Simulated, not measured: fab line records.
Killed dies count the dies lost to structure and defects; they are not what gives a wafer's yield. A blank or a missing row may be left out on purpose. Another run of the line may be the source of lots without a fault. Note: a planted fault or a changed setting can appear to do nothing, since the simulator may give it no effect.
Which of the tools did it? -- flow n5 finfet -- 8 lots with 24 wafers sampled at 6 steps, on a route of 1938 steps

## WHAT EACH GAUGE READ, for each wafer
N5_STI_FIN_REVEAL_CD_MEAS_22: target cd 6.238 nm, pitch 28 nm. Usual: 6.28 nm for cd nm, sd 0.24.
lot,measured,on,cd nm (nm),flag
L246,day 2 18:34,cd sem-01,6.29 6.41 6.17,
L252,day 4 06:58,cd sem-01,6.51 6.42 6.36,
L260,day 6 09:27,cd sem-01,6.37 6.03 6.07,
L261,day 6 12:19,cd sem-01,8.31 8.47 8.10,OFF
L262,day 6 18:41,cd sem-03,8.16 8.42 8.08,OFF
L263,day 7 00:40,cd sem-02,6.73 6.30 6.57,
L264,day 7 07:50,cd sem-01,6.16 6.07 5.95,
L267,day 8 01:12,cd sem-02,6.44 6.27 6.52,

N5_BEOL_M4_RC_MEAS_101. Usual: DIBL_N 36.4 mV/V, standard deviation 1.4; DIBL_P 36.4 mV/V, standard deviation 1.5; IOFF_N 0.156 nA/um, standard deviation 0.022; IOFF_N_85C 3.0 nA/um, standard deviation 0.37; IOFF_N_LIN 0.072 nA/um, standard deviation 0.0089; IOFF_N_LONG 5.45e-05 nA/um, standard deviation 2.8e-06; IOFF_P 0.210 nA/um, standard deviation 0.023; IOFF_P_85C 3.6 nA/um, standard deviation 0.33; IOFF_P_LIN 0.099 nA/um, standard deviation 0.0086; IOFF_P_LONG 0.000106 nA/um, standard deviation 7.3e-06; ION_N 675 uA/um, standard deviation 9.1; ION_P 463 uA/um, standard deviation 5.7; REXT_N 75.8 ohm.um, standard deviation 1.8; REXT_P 99.9 ohm.um, standard deviation 2.1; SS_N 71.6 mV/dec, standard deviation 0.45; SS_P 73.3 mV/dec, standard deviation 0.56; VT_N 250 mV, standard deviation 3.1; VT_N_LONG 275.5 mV, standard deviation 2.3; VT_N_LVT 99 mV, standard deviation 3.1; VT_P -250.3 mV, standard deviation 2.3; VT_P_LONG -275.4 mV, standard deviation 2.8; VT_P_LVT -99.2 mV, standard deviation 2.
lot,measured,on,DIBL_N (mV/V),DIBL_P (mV/V),IOFF_N (nA/um),IOFF_N_85C (nA/um),IOFF_N_LIN (nA/um),IOFF_N_LONG (nA/um),IOFF_P (nA/um),IOFF_P_85C (nA/um),IOFF_P_LIN (nA/um),IOFF_P_LONG (nA/um),ION_N (uA/um),ION_P (uA/um),REXT_N (ohm.um),REXT_P (ohm.um),SS_N (mV/dec),SS_P (mV/dec),VT_N (mV),VT_N_LONG (mV),VT_N_LVT (mV),VT_P (mV),VT_P_LONG (mV),VT_P_LVT (mV),flag
L246,day 9 10:19,prober-01,36.4 34.4 35.7,38.4 36.0 37.3,0.172 0.147 0.159,3.3 2.8 3.1,0.079 0.069 0.074,5.27e-05 5.32e-05 5.3e-05,0.220 0.183 0.201,3.7 3.2 3.5,0.101 0.089 0.094,0.000107 0.000105 0.000104,680 676 680,464 466 463,75.4 76.3 75.1,104.4 107.4 106.6,71.4 71.8 71.4,73.1 73.3 73.2,248 251 252,277.0 275.1 274.9,97 98 97,-247.6 -254.1 -251.3,-277.4 -278.5 -275.0,-97.2 -99.8 -98.4,
L252,day 10 18:31,prober-02,37.4 37.6 37.8,37.3 37.7 37.5,0.160 0.155 0.163,3.2 3.1 3.2,0.075 0.072 0.076,5.17e-05 5.06e-05 5.12e-05,0.195 0.200 0.206,3.4 3.5 3.6,0.093 0.093 0.097,9.7e-05 9.8e-05 9.9e-05,667 667 670,455 455 464,77.3 77.1 78.6,99.6 98.8 98.4,71.1 71.7 71.4,73.6 73.8 73.9,248 253 249,276.6 277.4 281.7,100 102 100,-254.0 -252.8 -251.3,-278.4 -279.1 -279.1,-102.6 -103.4 -101.5,
L260,day 12 16:17,prober-01,36.2 37.6 37.3,33.8 36.6 36.0,0.155 0.175 0.173,3.0 3.4 3.4,0.069 0.079 0.079,5.44e-05 5.47e-05 5.37e-05,0.191 0.228 0.223,3.4 3.8 3.8,0.095 0.107 0.106,0.000108 0.00011 0.000103,677 684 687,456 468 465,77.5 76.6 76.9,100.9 99.7 99.5,71.6 71.5 71.4,72.4 73.7 73.1,248 249 248,274.9 275.3 276.2,100 99 98,-249.8 -247.9 -247.1,-275.1 -273.2 -273.6,-101.0 -99.0 -100.0,
L261,day 13 01:37,prober-01,48.7 48.8 49.8,53.6 52.9 55.1,0.803 0.814 0.889,12.0 12.1 12.9,0.360 0.366 0.392,8.48e-05 8.19e-05 8.36e-05,0.712 0.747 0.801,10.2 10.5 11.2,0.333 0.343 0.356,0.000132 0.000132 0.000134,771 769 781,512 509 508,65.5 65.3 65.9,91.2 91.0 90.9,74.1 74.7 74.0,77.2 77.5 77.5,224 223 223,261.1 260.8 260.3,72 72 71,-235.1 -233.6 -232.2,-264.8 -265.5 -267.2,-83.9 -82.7 -83.0,OFF
L262,day 13 13:28,prober-01,48.8 47.4 49.6,52.1 50.3 52.9,0.785 0.719 0.875,12.1 11.1 13.1,0.373 0.349 0.412,9.1e-05 9.15e-05 9.19e-05,0.703 0.631 0.743,9.9 9.1 10.4,0.315 0.295 0.327,0.000132 0.000132 0.000136,771 777 780,505 508 516,67.7 67.1 67.9,87.8 88.3 87.1,74.0 73.8 74.3,78.2 76.9 77.6,223 223 219,255.9 256.9 258.6,69 69 66,-235.7 -236.3 -235.2,-266.5 -266.0 -270.6,-82.5 -82.8 -81.1,OFF
L263,day 13 18:05,prober-02,39.0 37.2 37.0,37.6 35.8 35.3,0.191 0.156 0.150,3.5 3.0 2.9,0.085 0.073 0.070,5.41e-05 5.27e-05 5.28e-05,0.251 0.227 0.210,4.2 3.9 3.6,0.112 0.108 0.100,0.000116 0.000111 0.000116,683 678 674,470 469 462,77.9 79.0 78.5,98.5 98.8 99.1,72.0 71.0 71.3,73.5 73.2 73.4,250 251 253,275.0 275.2 277.9,98 101 102,-247.7 -247.3 -249.9,-273.8 -272.0 -271.2,-96.8 -97.3 -99.0,
L264,day 13 23:07,prober-02,34.7 34.6 33.9,36.0 35.4 34.7,0.134 0.130 0.116,2.7 2.6 2.4,0.064 0.062 0.058,5.6e-05 5.45e-05 5.51e-05,0.192 0.187 0.168,3.4 3.3 3.0,0.096 0.093 0.086,0.000112 0.000109 0.000111,678 661 665,465 459 456,78.0 79.0 78.7,98.2 98.7 98.6,71.1 71.7 71.0,72.3 72.1 72.4,252 251 254,271.7 273.9 273.8,100 99 103,-251.0 -251.1 -252.2,-274.4 -274.5 -274.6,-98.6 -98.3 -100.9,
L267,day 14 15:42,prober-02,37.2 36.8 35.9,38.6 37.0 35.9,0.187 0.166 0.152,3.5 3.3 3.0,0.087 0.077 0.072,5.46e-05 5.59e-05 5.53e-05,0.259 0.228 0.212,4.3 3.8 3.6,0.115 0.106 0.099,0.000104 0.000108 0.000103,685 671 675,477 465 467,76.5 75.1 76.2,99.5 99.0 100.4,72.3 72.1 71.6,73.5 74.1 73.8,246 248 249,275.0 274.1 276.1,94 97 99,-249.3 -249.0 -250.1,-275.1 -274.3 -274.9,-94.9 -95.9 -97.7,

## TOOL THAT RAN EACH LOT (tool first, then ch and the chambers of the sampled wafers, then the start)
lot,N5_FIN_CUT_PRECLEAN_35,N5_FIN_CUT_CUT_ETCH_28,N5_STI_FIN_REVEAL_RECESS_09,N5_STI_FIN_REVEAL_ETCH_34
L246,"vapor etch-01 ch 0,1, day 2 09:17","rie si-02 ch 0,1, day 2 09:25","vapor etch-01 ch 1, day 2 15:50","rie si-05 ch 1,2,3, day 2 17:56"
L252,"vapor etch-02 ch 0,1, day 3 21:19","rie si-03 ch 2,3, day 3 21:26","vapor etch-02 ch 1, day 4 03:46","rie si-04 ch 0,3, day 4 06:24"
L260,"vapor etch-02 ch 0,1, day 6 00:04","rie si-02 ch 0,1,3, day 6 00:11","vapor etch-02 ch 0,1, day 6 06:47","rie si-04 ch 0,1,2, day 6 08:52"
L261,"vapor etch-01 ch 0,1, day 6 03:14","rie si-01 ch 1,3, day 6 03:22","vapor etch-02 ch 0,1, day 6 09:39","rie si-04 ch 0,1,2, day 6 11:44"
L262,"vapor etch-01 ch 0,1, day 6 09:26","rie si-02 ch 1,2,3, day 6 09:35","vapor etch-02 ch 0,1, day 6 16:01","rie si-04 ch 1,2,3, day 6 18:07"
L263,"vapor etch-01 ch 0,1, day 6 15:24","rie si-01 ch 0,1,3, day 6 15:32","vapor etch-02 ch 0,1, day 6 21:56","rie si-04 ch 0,3, day 7 00:01"
L264,"vapor etch-01 ch 0,1, day 6 22:23","rie si-01 ch 0,1, day 6 22:31","vapor etch-02 ch 1, day 7 05:10","rie si-05 ch 0,2,3, day 7 07:16"
L267,"vapor etch-02 ch 0,1, day 7 16:05","rie si-01 ch 1,2,3, day 7 16:13","vapor etch-02 ch 0,1, day 7 22:25","rie si-04 ch 0,1,3, day 8 00:34"
- N5_FIN_CUT_PRECLEAN_35: cleans in vHF, time 13.3 s.
- N5_FIN_CUT_CUT_ETCH_28: etches Si in HBr/Cl2/O2, target depth 6 nm, time 2.4 s.
- N5_STI_FIN_REVEAL_RECESS_09: chemistry HF/NH3, target SiO2, afs cycles 11, target depth 42.5 nm, sublimation time 60 s.
- N5_STI_FIN_REVEAL_ETCH_34: etches Si in H2, material Si, target depth 0.97 nm.

## AS READ BY THE TOOLS THEMSELVES (means over the sampled wafers that have a number; for cases with no such wafer, the mark the record gives instead)
N5_FIN_CUT_PRECLEAN_35. Usual: 5.5 A for drypump motor current A, sd 0.53.
lot,tool,drypump motor current A (A),flag
L246,vapor etch-01,5.4,
L252,vapor etch-02,5.5,
L260,vapor etch-02,5.5,
L261,vapor etch-01,5.2,
L262,vapor etch-01,5.2,
L263,vapor etch-01,5.2,
L264,vapor etch-01,5.3,
L267,vapor etch-02,5.5,

N5_FIN_CUT_CUT_ETCH_28. Usual: HBr_flow_sccm 150.1 sccm, standard deviation 0.47; O2_flow_sccm 12.00 sccm, standard deviation 0.039; drypump motor current A 6.0 A, standard deviation 0.38; oes product au 0.996 a.u., standard deviation 0.0096; throttle valve pct 37.10 %, standard deviation 0.25.
lot,tool,HBr_flow_sccm (sccm),O2_flow_sccm (sccm),drypump motor current A (A),oes product au (a.u.),throttle valve pct (%),flag
L246,rie si-02,150.2,12.01,5.7,0.997,37.06,
L252,rie si-03,150.5,11.97,5.7,0.989,36.97,
L260,rie si-02,149.7,11.98,6.0,0.995,37.27,
L261,rie si-01,150.0,12.00,5.9,0.996,37.06,
L262,rie si-02,150.1,12.00,6.2,0.997,37.24,
L263,rie si-01,149.9,12.00,6.0,0.997,37.23,
L264,rie si-01,149.9,12.00,5.9,0.986,37.23,
L267,rie si-01,149.7,11.96,6.1,1.006,37.10,

N5_STI_FIN_REVEAL_RECESS_09. Usual: drypump motor current A 5.5 A, standard deviation 0.52; sublimation temp c 180.01 C, standard deviation 0.14.
lot,tool,drypump motor current A (A),sublimation temp c (C),flag
L246,vapor etch-01,5.5,180.01,
L252,vapor etch-02,6.3,180.18,
L260,vapor etch-02,5.9,179.81,
L261,vapor etch-02,6.0,180.02,
L262,vapor etch-02,5.9,179.92,
L263,vapor etch-02,5.5,179.99,
L264,vapor etch-02,6.3,180.05,
L267,vapor etch-02,5.9,180.20,

N5_STI_FIN_REVEAL_ETCH_34. Usual: chamber pressure mTorr 4.500 mTorr, standard deviation 0.0039; drypump motor current A 5.8 A, standard deviation 0.46; he flow sccm 142.5 sccm, standard deviation 0.45; oes product au 1.010 a.u., standard deviation 0.019; throttle valve pct 25.8 %, standard deviation 0.43.
lot,tool,chamber pressure mTorr (mTorr),drypump motor current A (A),he flow sccm (sccm),oes product au (a.u.),throttle valve pct (%),flag
L246,rie si-05,4.503,6.3,142.8,0.991,26.2,
L252,rie si-04,4.497,5.6,142.8,1.005,25.8,
L260,rie si-04,4.502,6.0,142.3,1.007,25.6,
L261,rie si-04,-,-,-,-,-,OFF
L262,rie si-04,-,-,-,-,-,OFF
L263,rie si-04,4.501,5.5,142.6,1.007,25.8,
L264,rie si-05,4.500,6.0,142.6,0.989,25.8,
L267,rie si-04,4.502,5.7,142.2,1.014,25.6,

## THE ANSWER, worked out from the rows above alone
Rule: a lot counts as off when the mean over its wafers that have a number is more than 3 standard deviations away from the usual mean. A lot without any number at a reading at which 4 lots or more have one is off too. Any other lot the step has rows for is counted as sound. Order of review: gauges by route order, followed by the tools' own readings, for which a lot's mean as printed above is used. At the first step where some lot is off, the reading lying furthest off is the one used; lots without a number count as furthest.
Off: L261, L262 (N5_STI_FIN_REVEAL_CD_MEAS_22, cd nm).
If a tool, at a process step before that reading, ran all the lots that are off and no sound lot after the first of them, it fits. The gauges at N5_STI_FIN_REVEAL_CD_MEAS_22 aren't tried: what is off there is off at N5_BEOL_M4_RC_MEAS_101 too, on other tools, and a gauge's error can't cause that. None of those tried fits.

## WHAT THE SIMULATOR HAD PUT IN
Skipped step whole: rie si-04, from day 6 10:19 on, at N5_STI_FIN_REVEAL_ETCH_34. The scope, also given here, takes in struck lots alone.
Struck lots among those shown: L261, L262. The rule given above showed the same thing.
